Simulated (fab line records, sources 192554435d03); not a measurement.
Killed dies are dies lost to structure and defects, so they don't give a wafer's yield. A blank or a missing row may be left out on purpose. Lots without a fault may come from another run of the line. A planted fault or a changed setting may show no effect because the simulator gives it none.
Which tool did it? | flow n5_finfet | 24 lots, 72 wafers sampled, at 4 steps of a route of 1938

WHAT THE GAUGES READ, wafer by wafer
N5_BEOL_M15_INSPECT_55: inspects for defects (darkfield). Usual: raw_defect_count 77, standard deviation 27.
lot  | measured     | on                | raw_defect_count | flag
L075 | day 17 11:31 | defect_inspect-01 | 77 71 68         |
L078 | day 17 21:07 | defect_inspect-01 | 84 117 110       |
L077 | day 18 19:30 | defect_inspect-02 | 57 36 58         |
L079 | day 19 11:41 | defect_inspect-01 | 52 74 71         |
L074 | day 19 18:33 | defect_inspect-02 | 108 99 135       |
L080 | day 20 02:43 | defect_inspect-02 | 63 42 64         |
L084 | day 20 02:58 | defect_inspect-02 | 59 59 80         |
L076 | day 21 00:35 | defect_inspect-01 | 107 98 57        |
L081 | day 21 12:36 | defect_inspect-02 | 67 96 69         |
L083 | day 21 14:40 | defect_inspect-01 | 71 116 82        |
L082 | day 21 15:20 | defect_inspect-02 | 63 53 68         |
L085 | day 21 16:29 | defect_inspect-01 | 85 53 78         |
L086 | day 22 01:26 | defect_inspect-01 | 81 84 94         |
L091 | day 22 01:34 | defect_inspect-02 | 69 75 111        |
L090 | day 22 05:25 | defect_inspect-01 | 86 101 64        |
L087 | day 22 05:41 | defect_inspect-01 | 37 73 71         |
L088 | day 22 14:50 | defect_inspect-02 | 44 54 55         |
L089 | day 22 15:17 | defect_inspect-02 | 82 97 76         |
L092 | day 23 00:25 | defect_inspect-02 | 114 127 63       |
L095 | day 23 07:56 | defect_inspect-01 | 101 129 156      |
L093 | day 23 09:01 | defect_inspect-01 | 96 108 81        |
L094 | day 23 22:22 | defect_inspect-02 | 62 55 58         |
L097 | day 24 08:24 | defect_inspect-02 | 56 57 53         |
L096 | day 24 08:29 | defect_inspect-01 | 103 62 112       |

WHICH TOOL RAN EACH LOT (tool, then ch and the chambers of the sampled wafers, then the start)
lot  | N5_BEOL_M15_ETCH_38                           | N5_BEOL_M15_DEGAS_41         | N5_BEOL_M15_SPUTTER_43
L075 | rie_diel-01 ch 0,2,3, day 17 10:02 or earlier | pvd_sputter-03, day 17 10:02 | pvd_sputter-03, day 17 10:07
L078 | rie_diel-05 ch 0,1,2, day 17 19:43 or earlier | pvd_sputter-01, day 17 19:43 | pvd_sputter-01, day 17 19:48
L077 | rie_diel-05 ch 0,1,3, day 18 18:10 or earlier | pvd_sputter-02, day 18 18:10 | pvd_sputter-02, day 18 18:14
L079 | rie_diel-04 ch 0,1,3, day 19 10:12 or earlier | pvd_sputter-03, day 19 10:12 | pvd_sputter-03, day 19 10:17
L074 | rie_diel-04 ch 1,2,3, day 19 17:12 or earlier | pvd_sputter-03, day 19 17:12 | pvd_sputter-03, day 19 17:17
L080 | rie_diel-04 ch 0,3, day 20 01:21 or earlier   | pvd_sputter-02, day 20 01:21 | pvd_sputter-02, day 20 01:26
L084 | rie_diel-05 ch 1,2,3, day 20 01:27 or earlier | pvd_sputter-03, day 20 01:27 | pvd_sputter-03, day 20 01:32
L076 | rie_diel-05 ch 1,2, day 20 23:11 or earlier   | pvd_sputter-02, day 20 23:11 | pvd_sputter-02, day 20 23:16
L081 | rie_diel-05 ch 0,3, day 21 11:15 or earlier   | pvd_sputter-01, day 21 11:15 | pvd_sputter-01, day 21 11:20
L083 | rie_diel-05 ch 0,1,2, day 21 13:19 or earlier | pvd_sputter-03, day 21 13:19 | pvd_sputter-03, day 21 13:24
L082 | rie_diel-04 ch 2,3, day 21 13:58 or earlier   | pvd_sputter-02, day 21 13:58 | pvd_sputter-02, day 21 14:03
L085 | rie_diel-01 ch 0,1,3, day 21 14:02 or earlier | pvd_sputter-03, day 21 14:02 | pvd_sputter-03, day 21 14:07
L086 | rie_diel-04 ch 0,2,3, day 21 23:49 or earlier | pvd_sputter-01, day 21 23:49 | pvd_sputter-01, day 21 23:53
L091 | rie_diel-01 ch 0,2, day 22 00:14 or earlier   | pvd_sputter-02, day 22 00:14 | pvd_sputter-02, day 22 00:19
L090 | rie_diel-01 ch 0,2,3, day 22 04:03 or earlier | pvd_sputter-01, day 22 04:03 | pvd_sputter-01, day 22 04:08
L087 | rie_diel-05 ch 1,3, day 22 04:09 or earlier   | pvd_sputter-03, day 22 04:09 | pvd_sputter-03, day 22 04:14
L088 | rie_diel-05 ch 0,1,3, day 22 13:23 or earlier | pvd_sputter-03, day 22 13:23 | pvd_sputter-03, day 22 13:28
L089 | rie_diel-05 ch 0,3, day 22 13:41 or earlier   | pvd_sputter-01, day 22 13:41 | pvd_sputter-01, day 22 13:46
L092 | rie_diel-05 ch 0,1,3, day 22 23:05 or earlier | pvd_sputter-03, day 22 23:05 | pvd_sputter-03, day 22 23:10
L095 | rie_diel-01 ch 0,3, day 23 06:34 or earlier   | pvd_sputter-03, day 23 06:34 | pvd_sputter-03, day 23 06:38
L093 | rie_diel-05 ch 1,2,3, day 23 07:27 or earlier | pvd_sputter-01, day 23 07:27 | pvd_sputter-01, day 23 07:32
L094 | rie_diel-05 ch 0,1,3, day 23 20:41 or earlier | pvd_sputter-02, day 23 20:41 | pvd_sputter-02, day 23 20:46
L097 | rie_diel-01 ch 0,1,3, day 24 07:03 or earlier | pvd_sputter-01, day 24 07:03 | pvd_sputter-01, day 24 07:08
L096 | rie_diel-05 ch 1,3, day 24 07:08 or earlier   | pvd_sputter-03, day 24 07:08 | pvd_sputter-03, day 24 07:13
- N5_BEOL_M15_ETCH_38: etches SiCN in CF4/N2, target depth 106.4 nm, time 120.5 s.
- N5_BEOL_M15_DEGAS_41: time 60 s.
- N5_BEOL_M15_SPUTTER_43: material TaN, target thk 15 nm, time 24.19 s.

WHAT THE TOOLS THEMSELVES READ (means of the sampled wafers that have a number; where no wafer has one, the mark that the record gives instead)
N5_BEOL_M15_ETCH_38. Usual: bias_w 70.02 W, standard deviation 0.21; drypump_motor_current_A 5.6 A, standard deviation 0.37; oes_product_au 0.82 a.u., standard deviation 0.083; rf_fwd_power_W 428.6 W, standard deviation 1.3; rf_vpp_V 381.4 V, standard deviation 1.5; showerhead_plenum_p_Torr 2.17 Torr, standard deviation 0.044; throttle_valve_pct 15.28 %, standard deviation 0.14.
lot  | tool        | bias_w (W) | drypump_motor_current_A (A) | oes_product_au (a.u.) | rf_fwd_power_W (W) | rf_vpp_V (V) | showerhead_plenum_p_Torr (Torr) | throttle_valve_pct (%) | flag
L075 | rie_diel-01 | 70.08      | 5.8                         | 0.78                  | 429.0              | 381.3        | 2.18                            | 15.26                  |
L078 | rie_diel-05 | 69.97      | 5.6                         | 0.82                  | 428.6              | 381.1        | 2.17                            | 15.25                  |
L077 | rie_diel-05 | 69.83      | 5.7                         | 0.90                  | 427.9              | 380.6        | 2.16                            | 15.18                  |
L079 | rie_diel-04 | 69.99      | 5.5                         | 0.78                  | 428.0              | 382.5        | 2.23                            | 15.49                  |
L074 | rie_diel-04 | 69.86      | 5.4                         | 0.83                  | 428.3              | 382.9        | 2.21                            | 15.33                  |
L080 | rie_diel-04 | 70.05      | 5.7                         | 0.70                  | 429.5              | 382.1        | 2.23                            | 15.51                  |
L084 | rie_diel-05 | 70.17      | 5.8                         | 0.81                  | 428.3              | 381.3        | 2.16                            | 15.29                  |
L076 | rie_diel-05 | 69.94      | 5.8                         | 0.79                  | 428.9              | 381.0        | 2.16                            | 15.30                  |
L081 | rie_diel-05 | 69.93      | 5.5                         | 0.86                  | 428.7              | 380.1        | 2.15                            | 15.22                  |
L083 | rie_diel-05 | 70.05      | 5.6                         | 0.79                  | 428.4              | 381.6        | 2.16                            | 15.31                  |
L082 | rie_diel-04 | 70.03      | 5.6                         | 0.91                  | 427.5              | 381.5        | 2.20                            | 15.04                  |
L085 | rie_diel-01 | 70.06      | 5.6                         | 0.74                  | 429.3              | 381.0        | 2.17                            | 15.31                  |
L086 | rie_diel-04 | 70.21      | 5.4                         | 0.84                  | 428.5              | 383.5        | 2.24                            | 15.29                  |
L091 | rie_diel-01 | 70.01      | 5.8                         | 0.74                  | 427.5              | 382.7        | 2.17                            | 15.37                  |
L090 | rie_diel-01 | 70.01      | 5.8                         | 0.75                  | 427.7              | 381.5        | 2.17                            | 15.31                  |
L087 | rie_diel-05 | 69.93      | 5.9                         | 0.85                  | 428.4              | 380.1        | 2.15                            | 15.23                  |
L088 | rie_diel-05 | 70.15      | 5.7                         | 0.85                  | 429.4              | 380.7        | 2.15                            | 15.24                  |
L089 | rie_diel-05 | 69.85      | 5.5                         | 0.85                  | 428.4              | 381.0        | 2.15                            | 15.24                  |
L092 | rie_diel-05 | 70.25      | 5.7                         | 0.84                  | 427.9              | 380.9        | 2.15                            | 15.24                  |
L095 | rie_diel-01 | 69.95      | 5.4                         | 0.71                  | 426.3              | 380.0        | 2.13                            | 15.31                  |
L093 | rie_diel-05 | 69.93      | 5.8                         | 0.88                  | 428.6              | 381.3        | 2.15                            | 15.19                  |
L094 | rie_diel-05 | 70.01      | 5.7                         | 0.84                  | 428.7              | 380.3        | 2.14                            | 15.25                  |
L097 | rie_diel-01 | 70.02      | 5.6                         | 0.71                  | 429.3              | 381.6        | 2.16                            | 15.35                  |
L096 | rie_diel-05 | 70.11      | 5.9                         | 0.83                  | 428.8              | 379.7        | 2.14                            | 15.27                  |

N5_BEOL_M15_DEGAS_41. Usual: heater_power_w 466 W, standard deviation 42; susceptor_temp_C 300.02 C, standard deviation 0.16.
lot  | tool           | heater_power_w (W) | susceptor_temp_C (C) | flag
L075 | pvd_sputter-03 | 449                | 300.03               |
L078 | pvd_sputter-01 | 490                | 299.90               |
L077 | pvd_sputter-02 | 465                | 300.05               |
L079 | pvd_sputter-03 | 479                | 300.09               |
L074 | pvd_sputter-03 | 418                | 300.08               |
L080 | pvd_sputter-02 | 471                | 299.95               |
L084 | pvd_sputter-03 | 446                | 299.95               |
L076 | pvd_sputter-02 | 482                | 299.81               |
L081 | pvd_sputter-01 | 495                | 299.93               |
L083 | pvd_sputter-03 | 426                | 299.96               |
L082 | pvd_sputter-02 | 496                | 300.12               |
L085 | pvd_sputter-03 | 443                | 299.91               |
L086 | pvd_sputter-01 | 492                | 299.93               |
L091 | pvd_sputter-02 | 510                | 300.06               |
L090 | pvd_sputter-01 | 491                | 299.98               |
L087 | pvd_sputter-03 | 452                | 299.90               |
L088 | pvd_sputter-03 | 460                | 300.09               |
L089 | pvd_sputter-01 | 497                | 299.98               |
L092 | pvd_sputter-03 | 453                | 300.01               |
L095 | pvd_sputter-03 | 438                | 300.10               |
L093 | pvd_sputter-01 | 475                | 300.10               |
L094 | pvd_sputter-02 | 478                | 300.14               |
L097 | pvd_sputter-01 | 510                | 300.11               |
L096 | pvd_sputter-03 | 427                | 300.13               |

N5_BEOL_M15_SPUTTER_43. Usual: susceptor_temp_C 50.00 C, standard deviation 0.12; throttle_valve_pct 29.9 %, standard deviation 1.1.
lot  | tool           | susceptor_temp_C (C) | throttle_valve_pct (%) | flag
L075 | pvd_sputter-03 | 50.04                | 30.3                   |
L078 | pvd_sputter-01 | 50.07                | 28.3                   |
L077 | pvd_sputter-02 | 50.17                | 30.6                   |
L079 | pvd_sputter-03 | 49.97                | 30.2                   |
L074 | pvd_sputter-03 | 49.99                | 29.8                   |
L080 | pvd_sputter-02 | 50.01                | 30.5                   |
L084 | pvd_sputter-03 | 50.09                | 30.0                   |
L076 | pvd_sputter-02 | 50.00                | 30.8                   |
L081 | pvd_sputter-01 | 50.08                | 28.7                   |
L083 | pvd_sputter-03 | 50.05                | 29.7                   |
L082 | pvd_sputter-02 | 49.92                | 30.8                   |
L085 | pvd_sputter-03 | 49.99                | 29.7                   |
L086 | pvd_sputter-01 | 49.91                | 28.2                   |
L091 | pvd_sputter-02 | 49.86                | 31.2                   |
L090 | pvd_sputter-01 | 49.95                | 28.3                   |
L087 | pvd_sputter-03 | 49.95                | 30.1                   |
L088 | pvd_sputter-03 | 49.97                | 30.0                   |
L089 | pvd_sputter-01 | 50.01                | 28.2                   |
L092 | pvd_sputter-03 | 50.08                | 29.9                   |
L095 | pvd_sputter-03 | 50.06                | 29.9                   |
L093 | pvd_sputter-01 | 49.83                | 29.5                   |
L094 | pvd_sputter-02 | 49.98                | 30.5                   |
L097 | pvd_sputter-01 | 50.01                | 28.6                   |
L096 | pvd_sputter-03 | 49.91                | 29.9                   |

THE ANSWER, worked out from the rows above alone
Rule: a lot is off if the mean of its wafers that have a number lies more than 3 standard deviations from the usual mean. A lot without any number at a reading at which 4 lots or more have one is off too. The other lots that the step has rows for count as sound. The gauges are gone through in route order, then the tools' own readings, and for those a lot's mean is taken as printed above. The first step at which some lot is off is used, and at that step the reading that is off furthest; a lot without a number counts as furthest.
No lot is off at any reading shown: from this, nothing can be told.

WHAT THE SIMULATOR HAD PUT IN
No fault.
